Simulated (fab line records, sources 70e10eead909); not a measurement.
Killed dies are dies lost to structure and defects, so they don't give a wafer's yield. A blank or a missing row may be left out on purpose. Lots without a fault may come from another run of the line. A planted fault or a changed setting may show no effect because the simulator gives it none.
fab line records | flow nand_harc | part 1 of 2: steps 1 to 4 of 6
record lots=21 wafers=63 last_day=33
route steps=1302 shown P_ZERO_WELL@46 P_GATE@149 P_M0@268 P_M1@299
lots that met no fault: from a run of the same line without faults
start_h: hours from the record's first day to the start of the lot's first wafer shown | wait_h: hours since the lot's step before | " the same as in the row above | L1.1+2: a row that stands for several wafers | - no value, or no start given | * or withheld: withheld | < > ~ a bound
route shown NAME@n: a module of which the file shows steps, and the number in the route of the first | usual: mean/standard deviation of fault-free wafers | same: alike in all rows | chamber/n: place in a boat | sites: the reading at each site | _std_site: their standard deviation | _edge_site: outer sites' mean less inner sites' | radius_mm: how far each site lies from the wafer's centre | mask NAME#n: copy n | behind: the tool/chamber that last shaped the wafer | hold: why the lot was held/for how many hours/how that ended | device: the transistor (n, p or np) that didn't switch | end of line: the same wafers' tests at the end of the route | a step without rows: its recipe alone | killed: dies lost to structure and defects at the first sort, not the wafer's yield | map: a wafer's dies, x killed, . not, _ none there
set.NAME: the setting as run; set.NAME@STEP: as run at that earlier step | model.NAME: the simulator's own value behind a step, which no gauge read
steps of the route over a sample of lots; a table a step, a row a wafer
services: from which hour (start_h, from the record's first day; less than 0 if before it) a tool's chamber was out of use, for how many hours, and why
## steps
# step NHARC_P_ZERO_WELL_DESCUM_39
# recipe time_s=3 o2_flow_sccm=200 ar_flow_sccm=0 bias_power_w=0 chemistry=O2
# usual chamber_pressure_mTorr=60.00/0.053 drypump_motor_current_A=5.8/0.5 mfc_ar_sccm=0.007/0.0094 oes_product_au=1.002/0.011 rf_vpp_V=57.6/0.94 showerhead_plenum_p_Torr=1.90/0.11 throttle_valve_pct=11.311/0.0088
# same bias_power_w=0
# columns lot.wafer tool chamber start_h wait_h chamber_pressure_mTorr drypump_motor_current_A mfc_ar_sccm oes_product_au rf_hours_counter_h rf_vpp_V showerhead_plenum_p_Torr throttle_valve_pct
L074.1 rie_diel-09 1 24.41 - 59.98 5.7 0 0.996 20 59.2 2.07 11.303
L074.3 " 2 " " 60.05 5.2 0 1.009 18 57.8 1.78 11.314
L074.5 " 0 " " 60.07 5.2 0 1.009 - 58.9 1.86 11.299
L075.4 rie_diel-02 0 34.40 - 59.99 5.8 0.007 1.010 53 56.0 1.76 11.309
L075.3 " 1 " " 59.97 6.1 0.019 1.021 52 57.1 1.95 11.319
L075.2 " 2 " " 59.93 6.0 0.025 0.997 53 57.4 1.89 11.320
L076.1 rie_diel-08 1 44.36 - 60.06 6.2 0 1.000 8 58.2 1.96 11.320
L076.3 " 3 " " 59.97 6.2 0 1.011 8 55.1 1.82 11.310
L076.4 " 2 " " 60.10 5.4 0 0.983 - 57.9 1.89 11.319
L078.2 rie_diel-09 2 64.16 - 60.04 5.2 0 1.023 32 57.1 1.78 11.317
L078.4 " 0 " " 60.10 5.2 0 1.000 32 56.0 1.86 11.309
L078.6 " 2 " " 60.02 5.2 0 1.018 - 57.0 1.78 11.315
L079.3 rie_diel-09 0 74.32 - 60.01 5.2 0 0.995 36 56.8 1.85 11.311
L079.6 " 1 " " 60.04 5.7 0 0.995 - 58.9 2.07 11.310
L079.5 " 2 " " 60.04 5.3 0 1.017 - 56.3 1.78 11.305
L081.3 rie_diel-02 0 94.27 - 59.94 5.7 0.007 0.991 13 58.6 2.07 11.305
L081.2 " 3 " " 60.05 6.6 0.005 1.008 14 56.2 1.78 11.317
L081.6 " 0 " " 59.93 5.7 0.007 0.984 - 57.7 2.07 11.318
L082.4 rie_diel-08 1 104.55 - 59.92 6.2 0 1.007 33 57.9 1.95 11.292
L082.1 " 2 " " 60.02 5.4 0 0.978 35 58.3 1.88 11.327
L082.5 " 1 " " 60.00 6.2 0 0.998 - 56.9 1.95 11.328
L083.1 rie_diel-08 0 114.39 - 59.87 4.9 0.024 1.000 23 57.2 1.80 11.327
L083.3 " 1 " " 60.02 6.2 0 0.995 34 57.2 1.95 11.290
L083.5 " 0 " " 59.97 4.9 0.024 1.002 - 56.8 1.80 11.309
L084.3 rie_diel-02 3 125.02 - 59.97 6.6 0.005 0.996 24 58.0 1.78 11.310
L084.1 " 2 " " 59.96 6.0 0.025 0.993 22 57.5 1.88 11.305
L084.5 " 0 " " 59.98 5.7 0.007 0.994 - 57.5 2.07 11.313
L085.2 rie_diel-02 2 134.27 - 60.04 6.0 0.025 0.987 24 57.4 1.88 11.310
L085.3 " 3 " " 60.03 6.6 0.005 1.003 26 56.2 1.78 11.320
L085.6 " 0 " " 60.05 5.7 0.007 0.997 - 59.5 2.07 11.310
L086.3 rie_diel-02 0 144.25 - 59.99 5.7 0.007 0.994 30 59.2 2.07 11.304
L086.4 " 1 " " 60.03 6.1 0.019 1.016 22 57.4 1.94 11.310
L086.1 " 3 " " 60.03 6.6 0.005 1.007 29 56.8 1.78 11.311
L087.1 rie_diel-09 3 154.13 - 59.97 6.4 0.003 1.006 0 57.6 1.81 11.306
L087.2 " 0 " " 59.93 5.2 0 1.010 0 58.1 1.85 11.317
L087.6 " 2 " " 59.98 5.2 0 1.003 - 59.6 2.08 11.309
L088.3 rie_diel-08 2 164.33 - 60.03 5.4 0 0.969 49 57.0 1.87 11.308
L088.1 " 1 " " 59.88 6.2 0 0.997 51 57.5 1.95 11.315
L088.5 " 2 " " 60.00 5.4 0 0.985 - 57.7 1.87 11.318
L089.3 rie_diel-09 1 174.84 - 60.03 5.8 0 0.986 6 59.0 2.06 11.309
L089.5 " 2 " " 60.02 5.3 0 0.999 - 58.7 2.08 11.301
L089.6 " 3 " " 59.94 6.4 0.003 1.004 - 57.0 1.81 11.312
L090.4 rie_diel-02 0 184.40 - 60.05 5.7 0.007 1.000 45 58.1 2.06 11.302
L090.1 " 1 " " 60.05 6.1 0.019 1.019 37 58.3 1.94 11.309
L090.2 " 3 " " 59.96 6.6 0.005 1.010 42 56.8 1.77 11.307
L091.4 rie_diel-02 2 194.35 - 59.98 6.0 0.025 0.999 46 58.5 1.87 11.312
L091.6 " 2 " " 60.06 6.1 0.025 0.997 - 57.7 1.87 11.303
L091.5 " 3 " " 59.99 6.6 0.005 1.020 - 56.5 1.77 11.319
L093.1 rie_diel-08 3 215.66 - 60.00 6.2 0 0.998 5 57.6 1.80 11.317
L093.4 " 0 " " 60.06 4.9 0.024 1.008 6 57.6 1.79 11.314
L093.5 " 3 " " 59.91 6.2 0 0.994 - 57.1 1.80 11.314
L094.4 rie_diel-09 0 224.30 - 60.02 5.2 0 1.012 22 57.1 1.84 11.306
L094.1 " 1 " " 59.94 5.7 0 0.998 21 57.8 2.05 11.300
L094.5 " 3 " " 60.02 6.4 0.003 1.003 - 58.0 1.80 11.314
L095.1 rie_diel-08 1 234.42 - 60.03 6.2 0 0.995 11 59.1 1.94 11.302
L095.3 " 2 " " 59.97 5.5 0 0.992 9 56.7 1.87 11.322
L095.5 " 1 " " 59.94 6.2 0 1.005 - 57.5 1.94 11.329
L096.1 rie_diel-09 3 244.16 - 60.03 6.4 0.003 1.007 34 58.0 1.80 11.290
L096.4 " 0 " " 60.04 5.2 0 1.014 29 57.0 1.84 11.298
L096.6 " 3 " " 59.98 6.4 0.003 1.017 - 56.6 1.80 11.328
L097.3 rie_diel-09 2 254.68 - 59.95 5.2 0 1.009 32 58.4 2.07 11.316
L097.1 " 3 " " 60.01 6.4 0.003 1.011 36 58.2 1.80 11.315
L097.4 " 0 " " 60.03 5.2 0 1.004 30 57.6 1.84 11.316
# step NHARC_P_GATE_ETCH_32
# recipe target_depth_a=1500 over_etch_frac=1 over_etch_ion_energy_ev=40 time_s=100.1 hbr_flow_sccm=150 cl2_flow_sccm=50 rf_w=400 icp_w=400 bias_w=100 chemistry=HBr/Cl2
# usual chamber_pressure_mTorr=15.000/0.013 drypump_motor_current_A=5.7/0.46 oes_product_au=1.002/0.015 throttle_valve_pct=26.406/0.0093
# columns lot.wafer tool chamber start_h wait_h chamber_pressure_mTorr drypump_motor_current_A oes_product_au rf_hours_counter_h throttle_valve_pct
L074.3 rie_si-05 3 91.71 - 14.981 5.8 1.003 0.84 26.414
L074.1 " 0 " " 15.011 5.7 1.018 0.92 26.410
L074.5 " 2 " " 14.996 6.1 1.018 - 26.414
L075.2 rie_si-03 2 113.26 - 15.017 6.3 0.991 0.41 26.399
L075.3 " 0 " " 14.982 4.9 1.032 0.37 26.402
L075.4 " 0 " " 15.003 4.8 1.037 - 26.401
L076.1 rie_si-06 2 121.12 - 14.997 6.0 0.989 0.19 26.391
L076.3 " 3 " " 14.990 5.8 1.008 0.18 26.400
L076.4 " 0 " " 15.005 5.0 0.987 0.18 26.421
L078.4 rie_si-05 0 137.40 - 15.012 5.7 0.986 0.01 26.414
L078.2 " 2 " " 15.012 6.1 1.003 0.01 26.417
L078.6 " 1 " " 14.998 5.9 1.027 - 26.411
L079.3 rie_si-06 1 149.21 - 15.005 6.3 1.010 0.35 26.404
L079.6 " 2 " " 14.995 6.0 0.987 - 26.395
L079.5 " 3 " " 15.013 5.8 1.013 - 26.412
L081.3 rie_si-03 2 166.33 - 14.988 6.3 1.002 0.82 26.410
L081.2 " 3 " " 14.999 5.3 1.008 0.68 26.403
L081.6 " 2 " " 15.001 6.4 0.990 - 26.400
L082.1 rie_si-06 3 177.25 - 14.993 5.9 0.995 0.62 26.414
L082.4 " 1 " " 14.995 6.3 1.008 0.50 26.409
L082.5 " 0 " " 15.008 5.0 0.974 - 26.414
L083.1 rie_si-06 0 189.82 - 15.002 5.0 0.973 0.63 26.398
L083.3 " 3 " " 14.988 5.9 1.001 0.73 26.391
L083.5 " 1 " " 14.994 6.3 0.994 - 26.405
L084.3 rie_si-06 0 198.51 - 15.026 5.0 0.973 0.71 26.408
L084.1 " 1 " " 15.009 6.2 1.002 0.67 26.398
L084.5 " 3 " " 15.005 5.9 1.005 - 26.392
L085.2 rie_si-06 1 207.03 - 14.997 6.3 1.007 0.73 26.414
L085.3 " 3 " " 15.002 5.9 1.016 0.88 26.402
L085.6 " 0 " " 14.997 5.0 0.986 - 26.406
L086.4 rie_si-05 0 213.68 - 14.979 5.8 0.996 0.42 26.414
L086.3 " 2 " " 15.007 6.1 1.007 0.37 26.406
L086.1 " 3 " " 15.002 5.8 1.000 0.39 26.398
L087.1 rie_si-06 3 227.48 - 15.001 5.9 1.003 1.04 26.387
L087.2 " 0 " " 15.009 5.0 0.978 1.00 26.402
L087.6 " 2 " " 14.998 6.0 0.995 - 26.419
L088.3 rie_si-05 1 249.44 - 14.994 6.0 1.023 0.68 26.396
L088.1 " 2 " " 14.994 6.1 1.008 0.54 26.401
L088.5 " 1 " " 15.017 5.9 1.019 - 26.394
L089.3 rie_si-03 1 249.85 - 14.997 5.4 1.008 0.11 26.406
L089.6 " 1 " " 15.016 5.5 1.000 - 26.410
L089.5 " 2 " " 14.962 6.3 1.007 - 26.410
L090.4 rie_si-05 0 265.88 - 14.993 5.7 1.008 0.83 26.392
L090.1 " 1 " " 15.012 5.9 1.051 0.89 26.399
L090.2 " 2 " " 15.007 6.1 1.019 0.73 26.394
L091.4 rie_si-03 0 274.21 - 14.992 4.8 1.018 0.31 26.425
L091.6 " 1 " " 14.983 5.5 0.991 - 26.403
L091.5 " 2 " " 14.975 6.4 0.995 - 26.411
L093.4 rie_si-03 0 292.34 - 15.006 4.9 1.018 0.45 26.388
L093.1 " 1 " " 15.011 5.5 0.992 0.52 26.420
L093.5 " 3 " " 15.005 5.3 1.010 - 26.410
L094.1 rie_si-06 3 292.97 - 15.027 5.8 0.982 0.20 26.410
L094.4 " 2 " " 14.992 6.0 0.989 0.14 26.399
L094.5 " 0 " " 15.013 5.0 0.980 - 26.404
L095.3 rie_si-03 3 303.22 - 14.992 5.3 1.007 0.52 26.394
L095.1 " 0 " " 14.979 4.8 1.002 0.56 26.407
L095.5 " 2 " " 15.001 6.3 0.994 - 26.412
L096.1 rie_si-03 1 313.69 - 15.008 5.5 0.994 0.63 26.396
L096.4 " 3 " " 14.985 5.2 0.999 0.60 26.412
L096.6 " 0 " " 14.991 4.8 0.995 - 26.420
L097.1 rie_si-03 1 330.93 - 15.002 5.5 1.013 0.75 26.423
L097.4 " 2 " " 14.990 6.3 1.000 0.73 26.391
L097.3 " 3 " " 14.989 5.3 0.998 0.72 26.406
# step NHARC_P_GATE_STRIP_112
# recipe power_w=1500 temp_c=110 time_s=200 chemistry=N2/H2
# usual drypump_motor_current_A=6.0/0.36 heater_power_w=85/6
# columns lot.wafer tool chamber start_h wait_h drypump_motor_current_A heater_power_w rf_hours_counter_h
L074.1 plasma_asher-01 0 105.25 0.2 6.2 90 22
L074.3 " 0 " " 6.2 90 -
L074.5 " 0 " " 6.2 90 -
L075.2 plasma_asher-01 0 126.90 0.2 6.2 90 25
L075.4 " 1 " " 5.7 85 -
L075.3 " 0 " " 6.2 89 -
L076.1 plasma_asher-02 1 135.25 0.2 5.5 75 9
L076.3 " 0 " " 6.4 88 -
L076.4 " 1 " " 5.6 76 -
L078.2 plasma_asher-01 0 154.48 0.2 6.2 89 31
L078.4 " 0 " " 6.2 90 -
L078.6 " 1 " " 5.7 85 -
L079.3 plasma_asher-01 0 164.88 0.3 6.2 88 -
L079.6 " 1 " " 5.7 85 -
L079.5 " 0 " " 6.2 89 -
L081.2 plasma_asher-01 0 179.77 0.2 6.3 92 1
L081.3 " 0 " " 6.3 89 -
L081.6 " 0 " " 6.2 87 -
L082.1 plasma_asher-01 1 190.89 0.2 5.7 88 4
L082.4 " 0 " " 6.2 90 -
L082.5 " 0 " " 6.2 88 -
L083.1 plasma_asher-01 0 203.72 0.3 6.2 90 6
L083.3 " 1 " " 5.7 88 -
L083.5 " 0 " " 6.2 87 -
L084.1 plasma_asher-01 1 214.14 0.2 5.7 91 8
L084.3 " 0 " " 6.2 88 -
L084.5 " 1 " " 5.7 89 -
L085.2 plasma_asher-01 1 222.84 0.2 5.7 89 10
L085.3 " 0 " " 6.2 87 -
L085.6 " 0 " " 6.2 88 -
L086.1 plasma_asher-02 0 227.34 0.2 6.5 86 30
L086.3 " 1 " " 5.5 73 -
L086.4 " 0 " " 6.4 85 -
L087.2 plasma_asher-02 0 241.16 0.2 6.4 89 32
L087.1 " 1 " " 5.5 74 32
L087.6 " 1 " " 5.5 75 -
L088.1 plasma_asher-01 1 263.10 0.2 5.7 91 18
L088.3 " 0 " " 6.2 90 -
L088.5 " 0 " " 6.2 88 -
L089.3 plasma_asher-01 1 263.72 0.3 5.7 90 -
L089.5 " 0 " " 6.2 89 -
L089.6 " 1 " " 5.7 91 -
L090.2 plasma_asher-02 0 281.59 0.2 6.4 89 5
L090.1 " 1 " " 5.5 75 5
L090.4 " 1 " " 5.5 73 -
L091.4 plasma_asher-02 1 287.94 0.2 5.5 74 -
L091.5 " 1 " " 5.5 76 -
L091.6 " 0 " " 6.4 90 -
L093.1 plasma_asher-01 1 306.02 0.2 5.7 90 27
L093.4 " 0 " " 6.2 89 -
L093.5 " 0 " " 6.2 87 -
L094.1 plasma_asher-02 0 306.64 0.2 6.4 88 11
L094.4 " 1 " " 5.5 75 -
L094.5 " 1 " " 5.5 74 -
L095.1 plasma_asher-02 0 316.85 0.2 6.4 89 13
L095.3 " 0 " " 6.4 88 -
L095.5 " 0 " " 6.4 90 -
L096.1 plasma_asher-01 0 327.05 0.2 6.2 89 32
L096.4 " 0 " " 6.2 87 -
L096.6 " 1 " " 5.7 88 -
L097.1 plasma_asher-02 1 345.72 0.2 5.5 73 18
L097.4 " 1 " " 5.5 74 -
L097.3 " 0 " " 6.4 89 -
# step NHARC_P_GATE_RTA_82
# recipe temp_c=450 time_s=30
# usual anneal_temp_c_max=452.1/0.4 lamp_power_pct=4.17/0.21 wafer_temp_C_max=452.8/0.95
# columns lot.wafer tool chamber start_h wait_h anneal_temp_c_max lamp_power_pct wafer_temp_C_max
L074.1 rtp_anneal-02 0 109.34 - 452.2 4.36 452.1
L074.3 " 0 " " 451.8 4.35 452.4
L074.5 " 0 " " 451.9 4.36 452.3
L075.2 rtp_anneal-02 0 130.96 - 452.7 4.36 452.3
L075.3 " 0 " " 451.9 4.36 452.2
L075.4 " 0 " " 452.5 4.36 452.2
L076.1 rtp_anneal-01 0 139.33 - 452.1 3.94 453.4
L076.3 " 0 " " 451.6 3.94 453.3
L076.4 " 0 " " 451.6 3.94 453.7
L078.2 rtp_anneal-02 0 158.48 - 452.4 4.36 452.1
L078.4 " 0 " " 452.5 4.36 452.4
L078.6 " 0 " " 452.2 4.36 452.1
L079.3 rtp_anneal-01 0 168.94 - 451.3 3.95 454.2
L079.5 " 0 " " 452.5 3.94 452.8
L079.6 " 0 " " 451.9 3.94 453.5
L081.2 rtp_anneal-01 0 184.02 - 451.8 3.95 453.7
L081.3 " 0 " " 453.2 3.94 453.7
L081.6 " 0 " " 452.1 3.94 453.2
L082.1 rtp_anneal-02 0 194.75 - 452.1 4.36 452.3
L082.4 " 0 " " 451.9 4.36 452.4
L082.5 " 0 " " 451.7 4.36 452.2
L083.1 rtp_anneal-02 0 207.72 - 452.4 4.36 452.0
L083.3 " 0 " " 451.7 4.36 452.1
L083.5 " 0 " " 452.3 4.36 451.4
L084.1 rtp_anneal-02 0 218.04 - 451.9 4.36 452.8
L084.3 " 0 " " 450.9 4.36 452.7
L084.5 " 0 " " 451.5 4.36 452.3
L085.2 rtp_anneal-02 0 226.88 - 451.6 4.36 452.8
L085.3 " 0 " " 451.6 4.36 452.1
L085.6 " 0 " " 451.6 4.36 451.7
L086.1 rtp_anneal-01 0 231.36 - 452.5 3.94 453.7
L086.3 " 0 " " 452.8 3.94 453.5
L086.4 " 0 " " 452.4 3.94 452.9
L087.1 rtp_anneal-01 0 245.25 - 452.5 3.95 454.4
L087.2 " 0 " " 451.6 3.94 455.5
L087.6 " 0 " " 451.9 3.94 453.1
L088.1 rtp_anneal-01 0 267.46 - 451.8 3.94 455.5
L088.3 " 0 " " 451.8 3.94 453.6
L088.5 " 0 " " 451.6 3.94 453.5
L089.3 rtp_anneal-02 0 268.12 - 452.3 4.36 452.1
L089.5 " 0 " " 451.9 4.37 452.1
L089.6 " 0 " " 452.7 4.35 452.6
L090.1 rtp_anneal-02 0 285.66 - 451.9 4.36 451.9
L090.2 " 0 " " 451.7 4.36 452.9
L090.4 " 0 " " 452.3 4.36 452.4
L091.4 rtp_anneal-01 0 292.08 - 452.6 3.95 453.8
L091.5 " 0 " " 452.3 3.94 454.2
L091.6 " 0 " " 451.7 3.94 453.5
L093.1 rtp_anneal-01 0 310.08 - 452.5 3.94 453.9
L093.4 " 0 " " 452.8 3.94 452.9
L093.5 " 0 " " 453.1 3.94 453.9
L094.1 rtp_anneal-01 0 310.80 - 451.7 3.94 453.5
L094.4 " 0 " " 451.7 3.95 455.5
L094.5 " 0 " " 452.5 3.94 453.4
L095.1 rtp_anneal-02 0 320.87 - 451.9 4.36 452.3
L095.3 " 0 " " 452.2 4.36 452.1
L095.5 " 0 " " 452.3 4.36 452.1
L096.1 rtp_anneal-02 0 331.01 - 452.6 4.36 452.2
L096.4 " 0 " " 452.2 4.36 451.8
L096.6 " 0 " " 452.3 4.36 452.3
L097.1 rtp_anneal-02 0 349.65 - 452.5 4.36 452.6
L097.3 " 0 " " 452.3 4.35 452.8
L097.4 " 0 " " 452.0 4.35 452.5
